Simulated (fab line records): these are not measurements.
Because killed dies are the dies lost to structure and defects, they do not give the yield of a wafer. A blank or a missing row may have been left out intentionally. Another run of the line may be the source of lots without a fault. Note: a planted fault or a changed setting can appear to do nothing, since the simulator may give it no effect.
fab line records	flow nandHarc
record: lots: 12	wafers: 36	lastDay: 32
route steps=1302 shown A_WL_FILL@957 A_CONTACT@986
lots with no fault: from the same line, run without faults
startH: hours from the record's first day to the start of the lot's first wafer shown	waitH: time in hours since the lot's previous step	" same as the row above	L1.1+2: several wafers, shown together as one row	- no value, or no start given	* or withheld: withheld	< > ~ a bound
route shown NAME@n: a module of which the file shows steps, and the number in the route of the first	usual: the fault-free wafers' mean and standard deviation	same: alike in all rows	chamber/n: place in a boat	sites: per-site readings	_std_site: standard deviation across them	_edge_site: mean of outer sites minus mean of inner sites	radiusMm: for every site, how far away it sits from the centre of the wafer	mask NAME#n: copy n	behind: the tool/chamber that last shaped the wafer	hold: why the lot went on hold/how many hours it stayed there/how the hold came to an end	device: the n, p or np transistor that did not switch	end of line: tests of these same wafers at the route's end	for a step that has no rows: nothing shown but its recipe	killed: dies that structure and defects cost at the first sort, which is not the same as the wafer's yield	map: shows each die of a wafer: x if killed, . if not, _ if none is there
set.NAME: the setting the step ran with; set.NAME@STEP: the setting that earlier step ran with	model.NAME: the simulator's own value behind a step, which no gauge read
steps of the route over a sample of lots; a table a step, a row a wafer
services: from which hour (startH, from the record's first day; less than 0 if before it) a tool's chamber was out of use, for how many hours, and why
== steps ==
step: NHARC_A_WL_FILL_ETCHBACK_04
recipe: targetDepthA: 600	timeS: 120	chemistry: NF3
usual: drypumpMotorCurrentA: 5.61/0.27	oesProductAu: 0.998/0.009	runLengthS: 141.2/0.56
lot.wafer	tool	chamber	startH	waitH	drypumpMotorCurrentA	oesProductAu	rfHoursCounterH	runLengthS
L538.4	rieMetal-03	1	466.09	0.4	5.20	0.985	-	140.9
L538.5	"	1	"	"	5.23	0.986	-	140.7
L538.6	"	1	"	"	5.22	0.986	-	140.7
L539.2	rieMetal-02	0	484.29	0.3	5.85	0.992	0.3	142.3
L539.1	"	1	"	"	5.73	1.015	0.3	141.2
L539.6	"	1	"	"	5.75	1.014	-	141.3
L540.2	rieMetal-03	0	484.45	0.3	5.49	0.997	1.4	141.7
L540.4	"	1	"	"	5.23	1.002	-	140.5
L540.6	"	1	"	"	5.23	1.010	-	140.4
L541.1	rieMetal-01	1	496.61	0.3	5.71	0.987	1.7	140.7
L541.4	"	0	"	"	5.95	0.993	-	141.9
L541.6	"	0	"	"	5.96	0.989	-	141.8
L544.2	rieMetal-01	0	527.28	0.3	5.96	0.992	2.4	141.9
L544.6	"	1	"	"	5.68	1.004	-	140.9
L544.5	"	0	"	"	6.00	0.992	-	141.9
L545.1	rieMetal-01	0	540.04	0.3	5.96	0.989	2.6	142.0
L545.6	"	0	"	"	5.95	0.999	-	141.8
L545.5	"	1	"	"	5.68	0.982	-	140.6
L549.2	rieMetal-03	1	580.34	0.3	5.22	1.006	0.8	140.5
L549.4	"	1	"	"	5.20	0.998	-	140.8
L549.5	"	1	"	"	5.20	1.006	-	140.6
L550.1	rieMetal-01	0	584.25	0.4	6.01	1.013	0.0	142.0
L550.5	"	1	"	"	5.68	1.000	-	140.8
L550.6	"	0	"	"	5.99	1.008	-	142.2
L552.2	rieMetal-02	1	606.60	0.4	5.77	1.008	2.4	141.6
L552.4	"	0	"	"	5.83	0.981	-	141.5
L552.6	"	0	"	"	5.83	0.990	-	141.7
L556.4	rieMetal-02	0	658.79	0.3	5.81	0.991	-	141.5
L556.6	"	1	"	"	5.77	1.010	-	141.0
L556.5	"	0	"	"	5.82	0.988	-	141.6
L557.2	rieMetal-03	0	662.94	0.3	5.48	0.999	2.1	141.0
L557.3	"	1	"	"	5.23	0.999	-	140.5
L557.6	"	1	"	"	5.25	1.001	-	140.5
L559.1	rieMetal-03	0	672.25	0.4	5.54	1.009	2.4	141.1
L559.4	"	1	"	"	5.23	0.989	-	140.5
L559.3	"	0	"	"	5.51	1.000	-	141.5
step: NHARC_A_WL_FILL_ETCHBACK_26
recipe: targetDepthA: 520	timeS: 13.3	hbrFlowSccm: 150	rfW: 350	icpW: 350	biasW: 60	chemistry: HBr
usual: drypumpMotorCurrentA: 5.8/0.3	oesProductAu: 1.003/0.011	runLengthS: 34.7/0.38	throttleValvePct: 23.266/0.0091
lot.wafer	tool	chamber	startH	waitH	drypumpMotorCurrentA	oesProductAu	rfHoursCounterH	runLengthS	throttleValvePct
L538.4	rieSi-01	1	482.71	0.4	6.1	1.005	0.7	34.7	23.267
L538.5	"	2	"	"	6.2	1.023	-	33.8	23.266
L538.6	"	3	"	"	5.6	0.999	-	34.7	23.252
L539.1	rieSi-01	2	500.33	0.4	6.2	1.022	0.8	33.9	23.266
L539.2	"	3	"	"	5.6	1.019	0.8	34.7	23.273
L539.6	"	2	"	"	6.2	1.012	-	33.7	23.255
L540.4	rieSi-03	3	500.34	0.4	5.4	1.010	0.7	34.5	23.265
L540.2	"	0	"	"	6.3	0.994	0.6	34.4	23.262
L540.6	"	2	"	"	6.0	0.989	-	34.4	23.264
L541.1	rieSi-05	1	512.02	0.4	5.6	1.011	0.1	34.8	23.281
L541.4	"	2	"	"	5.8	0.994	0.1	34.4	23.285
L541.6	"	0	"	"	5.4	0.986	-	34.7	23.274
L544.2	rieSi-05	2	544.32	0.4	5.8	0.990	0.3	34.4	23.278
L544.6	"	2	"	"	5.8	0.993	-	34.5	23.274
L544.5	"	3	"	"	5.4	0.989	-	34.9	23.266
L545.1	rieSi-03	0	554.36	0.4	6.3	1.002	0.9	34.9	23.254
L545.6	"	2	"	"	6.0	0.989	-	34.5	23.270
L545.5	"	3	"	"	5.4	1.018	-	34.3	23.264
L549.4	rieSi-05	3	593.34	0.4	5.4	0.998	0.8	35.3	23.268
L549.2	"	0	"	"	5.4	0.990	0.7	35.1	23.260
L549.5	"	3	"	"	5.4	0.994	-	35.2	23.250
L550.1	rieSi-05	3	599.45	0.4	5.4	0.997	0.8	35.4	23.278
L550.5	"	3	"	"	5.4	0.995	-	35.2	23.263
L550.6	"	0	"	"	5.4	1.000	-	34.5	23.263
L552.2	rieSi-01	0	621.92	0.4	5.6	1.005	0.5	34.7	23.280
L552.4	"	2	"	"	6.2	1.003	0.2	33.9	23.257
L552.6	"	3	"	"	5.6	1.008	-	35.3	23.248
L556.4	rieSi-05	0	676.21	0.4	5.5	0.994	0.0	34.7	23.271
L556.6	"	0	"	"	5.4	0.984	-	34.3	23.262
L556.5	"	1	"	"	5.6	0.990	-	34.7	23.273
L557.3	rieSi-01	1	676.21	0.4	6.0	0.987	0.8	34.6	23.265
L557.2	"	0	"	"	5.5	1.014	1.0	30.7	23.255
L557.6	"	2	"	"	6.2	1.008	-	34.0	23.251
L559.1	rieSi-01	0	687.97	0.4	5.6	1.006	1.0	30.5	23.257
L559.3	"	1	"	"	6.0	0.984	0.9	34.9	23.280
L559.4	"	2	"	"	6.2	1.000	0.6	33.8	23.254
step: NHARC_A_WL_FILL_ALD_19
recipe: targetThkA: 20	pulseTimeS: 3	aldCycles: 100	tempC: 450	material: TiN
usual: heaterPowerW: 1110/94	precursorPulseHeightRel: 1.002/0.023
lot.wafer	tool	chamber	startH	waitH	heaterPowerW	precursorPulseHeightRel
L538.4	aldMetal-01	3	482.96	0.1	1250	0.977
L538.6	"	2	"	"	1195	1.001
L538.5	"	3	"	"	1239	1.003
L540.2	aldMetal-04	2	500.59	0.1	1070	0.976
L540.4	"	1	"	"	1237	0.994
L540.6	"	3	"	"	997	1.002
L539.1	aldMetal-03	0	500.64	0.1	1106	0.984
L539.2	"	1	"	"	1039	0.983
L539.6	"	3	"	"	953	0.977
L541.4	aldMetal-04	0	512.30	0.1	1195	1.049
L541.1	"	1	"	"	1227	0.972
L541.6	"	2	"	"	1090	1.022
L544.2	aldMetal-01	2	544.61	0.1	1206	1.012
L544.5	"	1	"	"	1013	0.973
L544.6	"	2	"	"	1203	0.989
L545.1	aldMetal-04	1	554.60	0.1	1264	1.032
L545.6	"	1	"	"	1249	0.969
L545.5	"	2	"	"	1067	1.065
L549.2	aldMetal-03	3	593.63	0.1	950	1.022
L549.4	"	0	"	"	1124	0.980
L549.5	"	1	"	"	1174	0.976
L550.1	aldMetal-04	3	599.75	0.1	990	1.014
L550.6	"	1	"	"	1262	0.986
L550.5	"	2	"	"	1076	0.998
L552.4	aldMetal-04	0	622.21	0.1	1224	0.978
L552.2	"	1	"	"	1230	0.963
L552.6	"	3	"	"	1001	1.061
L557.3	aldMetal-01	2	676.50	0.1	1203	1.011
L557.2	"	0	"	"	1213	0.999
L557.6	"	2	"	"	1215	1.000
L556.4	aldMetal-04	2	676.52	0.1	1139	1.001
L556.6	"	0	"	"	1252	1.035
L556.5	"	1	"	"	1278	0.999
L559.3	aldMetal-03	3	688.22	0.1	958	1.032
L559.1	"	0	"	"	1128	0.999
L559.4	"	1	"	"	1154	0.992
step: NHARC_A_CONTACT_DEP_29
recipe: targetThkA: 1000	targetThkNm: 100	tempC: 400	pressureTorr: 3.5	flowSccm: 200	rfW: 350	material: SiON
usual: heaterPowerW: 685/88	showerheadVppV: 1183/49
lot.wafer	tool	chamber	startH	waitH	heaterPowerW	showerheadVppV
L538.5	pecvd-03	2	491.94	0.8	695	1174
L538.6	"	0	"	"	604	1283
L538.4	"	1	"	"	756	1159
L540.2	pecvd-04	0	506.86	2.9	647	1166
L540.4	"	1	"	"	597	1211
L540.6	"	0	"	"	634	1184
L539.2	pecvd-04	2	507.18	2.9	730	1124
L539.1	"	0	"	"	604	1184
L539.6	"	1	"	"	605	1225
L541.1	pecvd-01	2	518.16	3.7	717	1148
L541.4	"	1	"	"	813	1164
L541.6	"	2	"	"	731	1148
L544.2	pecvd-01	1	550.49	2.9	739	1166
L544.5	"	0	"	"	624	1173
L544.6	"	1	"	"	757	1171
L545.1	pecvd-04	2	560.46	3.6	719	1125
L545.5	"	2	"	"	723	1101
L545.6	"	0	"	"	692	1159
L549.2	pecvd-01	1	599.44	2.9	803	1163
L549.4	"	0	"	"	598	1193
L549.5	"	1	"	"	821	1157
L550.1	pecvd-01	2	606.38	3.6	638	1152
L550.6	"	1	"	"	897	1159
L550.5	"	2	"	"	656	1117
L552.2	pecvd-01	1	628.93	2.9	889	1173
L552.4	"	1	"	"	882	1153
L552.6	"	2	"	"	743	1147
L556.5	pecvd-03	1	682.47	0.9	734	1147
L556.6	"	2	"	"	674	1180
L556.4	"	0	"	"	539	1301
L557.2	pecvd-04	0	682.81	3.0	557	1156
L557.3	"	2	"	"	754	1118
L557.6	"	0	"	"	579	1181
L559.1	pecvd-03	2	693.96	3.5	747	1183
L559.3	"	0	"	"	563	1289
L559.4	"	2	"	"	727	1168
== services ==
tool	chamber	startH	hours	kind
aldMetal-03	-	447.01	2.0	repair
pecvd-04	-	450.27	13.0	pm
rieMetal-02	-	454.00	9.0	pm
rieSi-01	-	456.04	3.8	repair
rieMetal-03	1	459.90	2.5	repair
aldMetal-04	-	474.00	10.0	pm
rieSi-05	-	482.00	9.0	pm
rieSi-01	2	487.05	13.2	repair
pecvd-01	-	492.00	13.0	pm
rieSi-01	1	507.39	7.5	repair
rieMetal-03	-	519.04	9.0	pm
rieSi-01	-	547.00	9.0	pm
pecvd-01	-	571.56	0.4	repair
rieMetal-01	-	575.02	9.0	pm
aldMetal-04	0	584.96	3.0	repair
rieSi-01	2	585.82	18.7	repair
rieSi-05	2	587.87	1.0	repair
rieSi-05	1	620.50	4.1	repair
rieSi-05	2	621.81	8.1	repair
pecvd-04	-	631.27	13.0	pm
rieSi-05	0	646.36	9.0	repair
aldMetal-04	-	652.00	10.0	pm
rieSi-05	-	659.00	9.0	pm
pecvd-01	-	673.00	13.0	pm
== key ==
firstSign: step: NHARC_A_WL_FILL_ETCHBACK_26	reading: runLengthS	direction: down	sigmas: 11	usual: *	struck: *
effect none on later readings
metAt NHARC_A_WL_FILL_ETCHBACK_26
struckLots L557,L559
struckWafers L557.2,L559.1
testerLeftOut L557,L559
notActingAt NHARC_A_WL_FILL_ETCHBACK_04,NHARC_A_WL_FILL_ALD_19,NHARC_A_CONTACT_DEP_29
onsetBetween 621.92 676.21
fault: kind: processParameterDrift	tool: rieSi-01	chamber: 0	onsetH: 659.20	steps: NHARC_A_WL_FILL_ETCHBACK_26	channel: timeS	offset: *	shape: step	endH: 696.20	actsIn: *	stated: *
testerLeftOut: of these lots the tester's yield and bins aren't shown, on N5 and GAA mostly nor the transistor test; their killed dies are dies lost to structure and defects alone, not to doping, threshold or leakage, so they don't give the yield
